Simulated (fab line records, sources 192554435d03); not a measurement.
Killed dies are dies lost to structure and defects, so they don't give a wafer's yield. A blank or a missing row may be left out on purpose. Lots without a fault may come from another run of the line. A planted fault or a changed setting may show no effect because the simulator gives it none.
Chamber matching | flow n5_finfet | N5_PMOS_HMC_CHANNEL_EPI_DESCUM_14 on rie_diel-02: 4 sister chambers
The step chemistry O2, time 7.9 s. 4 wafers are shown with their chamber, then 10 later ones without.

WAFERS WITH THEIR CHAMBER
wafer  | chamber | drypump_motor_current_A (A)
L083.5 | 0       | 5.0
L085.3 | 3       | 5.5
L086.1 | 2       | 5.9
L086.4 | 1       | 6.0

WAFERS WITHOUT THEIR CHAMBER
wafer  | drypump_motor_current_A (A)
L086.5 | 5.9
L087.1 | 6.0
L087.4 | 5.4
L087.5 | 5.1
L089.3 | 5.5
L089.4 | 5.0
L089.6 | 5.9
L095.1 | 5.9
L095.3 | 6.0
L095.5 | 5.9

WHICH CHAMBER EACH WENT THROUGH
wafer  | from the rows above | in truth
L086.5 | 2                   | 2
L087.1 | 1                   | 1
L087.4 | 3                   | 3
L087.5 | 0                   | 0
L089.3 | 3                   | 3
L089.4 | 0                   | 0
L089.6 | 2                   | 2
L095.1 | 2                   | 2
L095.3 | 1                   | 1
L095.5 | 2                   | 2
Placed correctly: 10 of 10. Can't be placed from these rows: 0. Placed wrongly: 0.
How it was worked out, from the rows above alone: a wafer's distance from a chamber is the root of the sum, over the readings, of the square of ((its reading less the chamber's mean) divided by the reading's scatter). The wafer belongs to the nearest chamber; if the next one is less than 2 further off, it can't be placed. A chamber's mean is the mean of its shown wafers. The scatter: with one shown wafer a chamber, the root of the mean of the squares of how far each hidden wafer lies from its nearest shown one.
